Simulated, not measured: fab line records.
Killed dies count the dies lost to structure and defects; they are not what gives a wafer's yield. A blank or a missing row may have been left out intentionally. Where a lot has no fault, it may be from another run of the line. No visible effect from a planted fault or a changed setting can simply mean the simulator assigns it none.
fab line records    flow n5-finfet    part 2 of 2: steps 20 to 26 of 26
record lots=5  wafers=15  last-day=18
route steps=1938 shown BEOL_M0_SAQP@639
lots with no fault: from the same line, run without faults
start-h: hours from the record's opening day to when the first of the lot's shown wafers began    wait-h: hours elapsed since this lot's preceding step    " the same as in the row above    L1.1+2: one row covering several wafers at once    - either no value or no given start    * or withheld: withheld    < > ~ a bound
route shown NAME@n: a module of which the file shows steps, and the number in the route of the first    usual: the fault-free wafers' mean and standard deviation    same: alike in all rows    chamber/n: place in a boat    sites: the reading at each site    _std_site: standard deviation across them    _edge_site: the outer-site mean with the inner-site mean subtracted    radius-mm: for every site, how far away it sits from the centre of the wafer    mask NAME#n: copy n    behind: the tool/chamber that last shaped the wafer    hold: the reason the lot was held/the length of the hold in hours/how it ended    device: the n, p or np transistor that did not switch    end of line: the route-end tests of the same wafers    a step given without rows: its recipe and nothing more    killed: dies lost to structure and defects at the first sort, not the wafer's yield    map: a wafer's dies, marking killed ones x, the rest . and places with no die _
set.NAME: the setting the step ran with; set.NAME@STEP: the setting that earlier step ran with    model.NAME: the simulator's own value behind a step, which no gauge read
a table for each step, a row for each wafer; lots at some steps of the route
services: when a tool's chamber went out of use (start-h, in hours from the record's first day, below 0 if earlier), for how many hours, and the reason
## steps
# step N5_BEOL_M0_SAQP_MANDREL_ETCH_20
# recipe target-depth-a=600  chemistry=HBr/Cl2  target=a-Si  stop-on=SiNx  bt-time-s=10  mask-material=SOC  over-etch-frac=0.5  time-s=30  pressure-mtorr=10  icp-w=800  bias-w=75  HBr_flow_sccm=150  Cl2_flow_sccm=80  ends=end-point
# usual drypump-motor-current-A=5.6/0.47  oes-product-au=0.776/0.012  throttle-valve-pct=35.4/0.33
lot.wafer  tool       chamber  start-h  wait-h  drypump-motor-current-A  oes-product-au  rf-hours-counter-h  throttle-valve-pct
L079.1     rie-si-06  2        144.08   0.0     5.6                      0.780           4                   35.4
L079.4     "          0        "        "       5.1                      0.789           52                  35.2
L079.5     "          3        "        "       5.1                      0.755           -                   35.3
L088.1     rie-si-02  2        194.55   0.0     5.6                      0.779           3                   36.1
L088.2     "          0        "        "       5.5                      0.786           151                 35.1
L088.4     "          1        "        "       5.7                      0.786           68                  35.4
L089.4     rie-si-06  0        196.03   0.0     5.1                      0.802           53                  35.2
L089.5     "          3        "        "       5.2                      0.762           -                   35.3
L089.6     "          2        "        "       5.6                      0.781           -                   35.4
L092.4     rie-si-06  2        214.92   0.1     5.6                      0.787           -                   35.4
L092.5     "          0        "        "       5.1                      0.800           -                   35.2
L092.6     "          3        "        "       5.1                      0.763           -                   35.3
L097.1     rie-si-01  0        247.44   0.0     6.4                      0.780           177                 35.4
L097.2     "          3        "        "       5.7                      0.751           103                 35.7
L097.4     "          3        "        "       5.7                      0.776           -                   35.7
# step N5_BEOL_M0_SAQP_STRIP_86
# recipe chemistry=N2/H2  power-w=500  temp-c=40  pressure-mtorr=50  rf-frequency-hz=6e+07  overash-fraction=0.3  bias-power-w=28  h2-frac=0.5  n2-flow-sccm=300  h2-flow-sccm=300
# usual drypump-motor-current-A=5.39/0.26  oes-product-au=0.78/0.1  rf-vpp-V=122.1/1.4  showerhead-plenum-p-Torr=3.41/0.078  throttle-valve-pct=19.1/0.46
# same overash-fraction=0.3
lot.wafer  tool         chamber  start-h  wait-h  drypump-motor-current-A  oes-product-au  rf-hours-counter-h  rf-vpp-V  showerhead-plenum-p-Torr  throttle-valve-pct
L079.1     rie-diel-05  0        144.18   0.1     5.04                     0.68            238                 123.8     3.47                      19.2
L079.4     "            3        "        "       5.34                     0.76            146                 124.2     3.35                      19.4
L079.5     "            1        "        "       5.48                     0.96            -                   122.1     3.30                      18.4
L088.1     rie-diel-03  3        194.79   0.2     5.13                     0.69            245                 123.5     3.46                      19.2
L088.2     "            0        "        "       5.97                     0.72            195                 121.6     3.32                      18.5
L088.4     "            2        "        "       5.30                     0.69            233                 122.5     3.31                      19.6
L089.4     rie-diel-05  2        196.18   0.1     5.72                     0.94            -                   118.9     3.44                      19.1
L089.5     "            3        "        "       5.35                     0.74            -                   123.0     3.34                      19.5
L089.6     "            1        "        "       5.47                     0.92            -                   121.8     3.29                      18.4
L092.4     rie-diel-05  2        214.99   0.0     5.68                     0.92            16                  122.7     3.43                      19.1
L092.5     "            0        "        "       5.05                     1.03            -                   120.3     3.47                      18.8
L092.6     "            3        "        "       5.33                     0.73            -                   121.6     3.34                      19.5
L097.1     rie-diel-06  2        247.54   0.1     5.91                     0.74            207                 120.3     3.36                      20.1
L097.2     "            1        "        "       5.44                     0.93            16                  122.8     3.43                      18.5
L097.4     "            3        "        "       5.36                     0.70            187                 121.3     3.35                      19.1
# step N5_BEOL_M0_SAQP_STRIP_115
# recipe chemistry=post-etch-residue-remover  time-s=60  temp-c=25  remover-ph=withheld  remover-water-wt-pct=withheld  remover-fluoride-wt-pct=withheld
lot.wafer   tool          chamber  start-h  wait-h
L079.1+4+5  wet-bench-03  3,0,1    144.24   -
L088.1+2+4  wet-bench-02  4,6,5    194.85   -
L089.4+5+6  wet-bench-03  7,0,3    196.23   -
L092.4+5+6  wet-bench-02  2,4,0    215.06   -
L097.1+2+4  wet-bench-03  3,1,2    247.61   -
# step N5_BEOL_M0_SAQP_SRD_93
# recipe dry=ipa-marangoni  time-s=30  temp-c=23  rinse-liquid=diw
lot.wafer   tool          chamber  start-h  wait-h
L079.1+4+5  wet-bench-03  3,0,1    144.26   0.0
L088.1+2+4  wet-bench-02  4,6,5    194.87   0.0
L089.4+5+6  wet-bench-03  7,0,3    196.25   0.0
L092.4+5+6  wet-bench-02  2,4,0    215.08   0.0
L097.1+2+4  wet-bench-03  3,1,2    247.63   0.0
# step N5_BEOL_M0_SAQP_RECESS_114
# recipe chemistry=HF/NH3  target=SiO2  target-depth-a=144  afs-cycles=3  temp-c=30  sublimation-temp-c=180  sublimation-time-s=60
# usual drypump-motor-current-A=6.1/0.39  foreline-p-Torr=0.1280/0.00046
# same afs-cycles=3
lot.wafer  tool           chamber  start-h  wait-h  drypump-motor-current-A  foreline-p-Torr
L079.1     vapor-etch-01  0        144.31   0.0     6.6                      0.1284
L079.4     "              0        "        "       6.6                      0.1282
L079.5     "              1        "        "       5.7                      0.1277
L088.1     vapor-etch-02  0        194.92   0.0     6.2                      0.1296
L088.2     "              1        "        "       5.7                      0.1282
L088.4     "              1        "        "       5.7                      0.1286
L089.4     vapor-etch-01  1        196.41   0.1     5.7                      0.1285
L089.5     "              1        "        "       5.7                      0.1282
L089.6     "              0        "        "       6.6                      0.1280
L092.4     vapor-etch-02  1        215.50   0.4     5.7                      0.1280
L092.5     "              1        "        "       5.7                      0.1278
L092.6     "              0        "        "       6.2                      0.1268
L097.1     vapor-etch-01  1        247.67   0.0     5.7                      0.1275
L097.2     "              0        "        "       6.6                      0.1278
L097.4     "              1        "        "       5.7                      0.1275
# step N5_BEOL_M0_SAQP_SPACER1_ALD_98
# recipe material=SiO2  target-thk-a=128  temp-c=300  ald-precursor-family=BDEAS  ald-co-reactant=O2-plasma  pulse-time-s=1  purge-time-s=2  co-reactant-purge-time-s=2  ald-cycles=138  pressure-torr=2
# usual chamber-pressure-Torr=2.000/0.0048  heater-power-w=478/37  precursor-pulse-height-rel=0.999/0.02  susceptor-temp-C=300.00/0.17
# same ald-cycles=138
lot.wafer  tool        chamber  start-h  wait-h  chamber-pressure-Torr  heater-power-w  precursor-pulse-height-rel  susceptor-temp-C
L079.1     ald-sin-04  3        144.70   0.3     2.001                  480             1.019                       300.13
L079.4     "           2        "        "       1.998                  469             0.981                       300.25
L079.5     "           1        "        "       1.999                  432             0.972                       299.77
L088.1     ald-sin-03  1        195.30   0.3     2.001                  505             0.985                       299.74
L088.2     "           0        "        "       1.996                  436             0.975                       299.91
L088.4     "           0        "        "       1.993                  422             0.991                       300.02
L089.4     ald-sin-03  3        196.90   0.4     2.008                  476             1.027                       300.20
L089.5     "           0        "        "       1.999                  427             0.985                       300.05
L089.6     "           1        "        "       2.000                  492             1.041                       300.33
L092.4     ald-sin-04  0        216.50   0.9     2.005                  562             1.014                       300.08
L092.5     "           1        "        "       1.990                  441             1.014                       300.27
L092.6     "           2        "        "       1.998                  486             0.965                       299.92
L097.1     ald-sin-03  0        248.05   0.3     2.000                  427             0.984                       300.07
L097.2     "           2        "        "       1.998                  456             1.022                       299.91
L097.4     "           3        "        "       1.995                  468             0.978                       299.96
# step N5_BEOL_M0_SAQP_SPACER1_ETCHBACK_99
# recipe chemistry=CHF3/O2  mode=anisotropic-etchback  target=SiO2  target-depth-a=154  time-s=7.7  pressure-mtorr=30  source-w=650  bias-w=170  Ar_flow_sccm=200  CHF3_flow_sccm=50  O2_flow_sccm=5  ion-energy-ev=200
# usual drypump-motor-current-A=5.41/0.27  oes_f_703_au=0.77/0.089  oes-product-au=0.77/0.093  rf-vpp-V=527/7.8  showerhead-plenum-p-Torr=2.44/0.06  throttle-valve-pct=18.93/0.22
lot.wafer  tool         chamber  start-h  wait-h  drypump-motor-current-A  oes_f_703_au  oes-product-au  rf-hours-counter-h  rf-vpp-V  showerhead-plenum-p-Torr  throttle-valve-pct
L079.1     rie-diel-06  1        145.18   0.3     5.43                     0.69          0.68            241                 524       2.48                      19.16
L079.4     "            1        "        "       5.43                     0.69          0.68            -                   523       2.48                      19.16
L079.5     "            0        "        "       5.04                     0.75          0.75            -                   532       2.52                      18.82
L088.1     rie-diel-03  2        195.90   0.4     5.21                     0.69          0.68            233                 519       2.37                      19.01
L088.2     "            1        "        "       5.29                     0.80          0.82            62                  524       2.56                      18.89
L088.4     "            0        "        "       5.94                     0.72          0.71            195                 524       2.38                      18.63
L089.4     rie-diel-05  1        197.19   0.1     5.44                     0.89          0.92            -                   524       2.36                      18.45
L089.5     "            3        "        "       5.28                     0.72          0.74            -                   528       2.41                      18.99
L089.6     "            2        "        "       5.68                     0.98          0.95            -                   516       2.48                      18.65
L092.4     rie-diel-05  2        216.76   0.0     5.69                     0.96          0.93            17                  515       2.47                      18.66
L092.5     "            0        "        "       5.01                     0.99          1.02            -                   519       2.47                      18.89
L092.6     "            3        "        "       5.28                     0.70          0.73            -                   528       2.40                      19.02
L097.1     rie-diel-06  0        248.53   0.3     5.09                     0.72          0.73            172                 534       2.50                      18.88
L097.2     "            1        "        "       5.45                     0.90          0.91            16                  522       2.47                      18.73
L097.4     "            3        "        "       5.38                     0.72          0.71            187                 539       2.39                      19.10
## services
tool             chamber  start-h  hours  kind
pecvd-03         -        119.53   1.7    repair
pecvd-04         0        122.10   6.5    repair
rie-si-06        2        123.88   7.5    repair
rie-si-01        -        134.41   0.8    repair
arfi-scanner-01  -        141.68   1.3    pm
pecvd-02         -        151.87   5.5    pm
vapor-etch-02    -        162.38   2.8    pm
rie-diel-06      0        169.70   4.3    repair
arfi-scanner-02  -        171.75   1.3    pm
ald-sin-03       -        177.71   14.0   pm
rie-diel-05      -        184.13   1.2    repair
arfi-scanner-01  -        189.82   1.2    repair
arfi-scanner-01  -        198.42   3.1    pm
pecvd-03         -        201.67   6.0    pm
rie-diel-03      3        207.89   9.7    repair
rie-si-06        1        210.04   13.4   repair
arfi-scanner-02  -        210.06   1.0    pm
rie-diel-03      -        223.67   1.2    repair
rie-diel-06      3        226.39   4.2    repair
rie-diel-06      2        227.03   16.7   repair
arfi-scanner-02  -        230.02   1.0    pm
arfi-scanner-01  -        230.69   1.0    pm
ald-sin-03       -        241.59   6.1    pm
vapor-etch-01    -        247.12   0.5    repair
